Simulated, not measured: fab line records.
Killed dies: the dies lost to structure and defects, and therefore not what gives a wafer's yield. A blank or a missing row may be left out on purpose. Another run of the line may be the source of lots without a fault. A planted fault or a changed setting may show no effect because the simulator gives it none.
Matching of chambers ; flow nand-harc ; NHARC_P_M1_DESCUM_14 on rie-diel-08: 4 sister chambers
The step chemistry O2, time 3 s. 8 wafers are shown with their chamber, then 8 later ones without.

== EACH WAFER AND ITS CHAMBER ==
wafer;chamber;drypump-motor-current-A (A);oes-product-au (a.u.)
L079.6;3;5.94;0.989
L080.1;3;5.94;1.016
L082.2;2;6.27;0.999
L082.3;0;5.78;1.006
L082.5;0;5.81;0.998
L090.5;1;5.60;0.995
L090.6;2;6.27;0.997
L092.1;1;5.71;0.992

== WAFERS WHOSE CHAMBER IS MISSING ==
wafer;drypump-motor-current-A (A);oes-product-au (a.u.)
L092.3;5.80;0.991
L092.4;6.25;0.998
L093.1;5.82;1.005
L093.2;6.26;0.993
L093.6;5.91;1.011
L094.2;5.92;1.021
L094.3;6.29;0.993
L094.4;5.66;0.999

== EACH ONE'S CHAMBER ==
wafer;from the rows above;in truth
L092.3;0;0
L092.4;2;2
L093.1;0;0
L093.2;2;2
L093.6;can't be placed: 3 or 0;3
L094.2;can't be placed: 3 or 0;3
L094.3;2;2
L094.4;1;1
6 of 8 placed correctly. Cannot be placed on the basis of these rows: 2; the candidates contain the true chamber in 2. 0 placed wrongly.
How it was worked out, from the rows above alone: a wafer's distance from a chamber is the root of the sum, over the readings, of the square of ((its reading less the chamber's mean) divided by the reading's scatter). The wafer belongs to the nearest chamber; if the next one is less than 2 further off, it can't be placed. Each chamber's mean is taken over the wafers shown for it. The scatter: the root of (the sum of the squares of (reading less its chamber's mean) over the shown wafers, divided by (wafers less chambers)).
